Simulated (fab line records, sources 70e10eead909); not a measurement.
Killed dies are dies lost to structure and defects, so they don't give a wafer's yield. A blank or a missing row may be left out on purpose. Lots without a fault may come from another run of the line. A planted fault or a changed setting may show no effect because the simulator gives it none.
Chamber matching | flow nand_harc | NHARC_P_M2_STRIP_18 on rie_diel-13: 4 sister chambers
The step strips in N2/H2. 8 wafers are shown with their chamber, then 10 later ones without.

WAFERS WITH THEIR CHAMBER
wafer  | chamber | showerhead_plenum_p_Torr (Torr) | drypump_motor_current_A (A)
L080.3 | 1       | 2.20                            | 5.4
L083.1 | 0       | 2.06                            | 6.1
L083.6 | 2       | 2.13                            | 5.1
L084.4 | 0       | 2.06                            | 6.1
L084.6 | 2       | 2.13                            | 5.1
L089.2 | 1       | 2.19                            | 5.5
L088.1 | 3       | 2.13                            | 5.8
L088.5 | 3       | 2.13                            | 5.8

WAFERS WITHOUT THEIR CHAMBER
wafer  | showerhead_plenum_p_Torr (Torr) | drypump_motor_current_A (A)
L088.6 | 2.13                            | 5.0
L091.1 | 2.13                            | 5.8
L091.2 | 2.06                            | 6.1
L091.4 | 2.19                            | 5.5
L093.2 | 2.19                            | 5.5
L093.3 | 2.12                            | 5.8
L093.5 | 2.06                            | 6.2
L095.1 | 2.06                            | 6.1
L095.2 | 2.13                            | 5.1
L095.3 | 2.12                            | 5.9

WHICH CHAMBER EACH WENT THROUGH
wafer  | from the rows above | in truth
L088.6 | 2                   | 2
L091.1 | 3                   | 3
L091.2 | 0                   | 0
L091.4 | 1                   | 1
L093.2 | 1                   | 1
L093.3 | 3                   | 3
L093.5 | 0                   | 0
L095.1 | 0                   | 0
L095.2 | 2                   | 2
L095.3 | 3                   | 3
Placed correctly: 10 of 10. Can't be placed from these rows: 0. Placed wrongly: 0.
How it was worked out, from the rows above alone: a wafer's distance from a chamber is the root of the sum, over the readings, of the square of ((its reading less the chamber's mean) divided by the reading's scatter). The wafer belongs to the nearest chamber; if the next one is less than 2 further off, it can't be placed. A chamber's mean is the mean of its shown wafers. The scatter: the root of (the sum of the squares of (reading less its chamber's mean) over the shown wafers, divided by (wafers less chambers)).
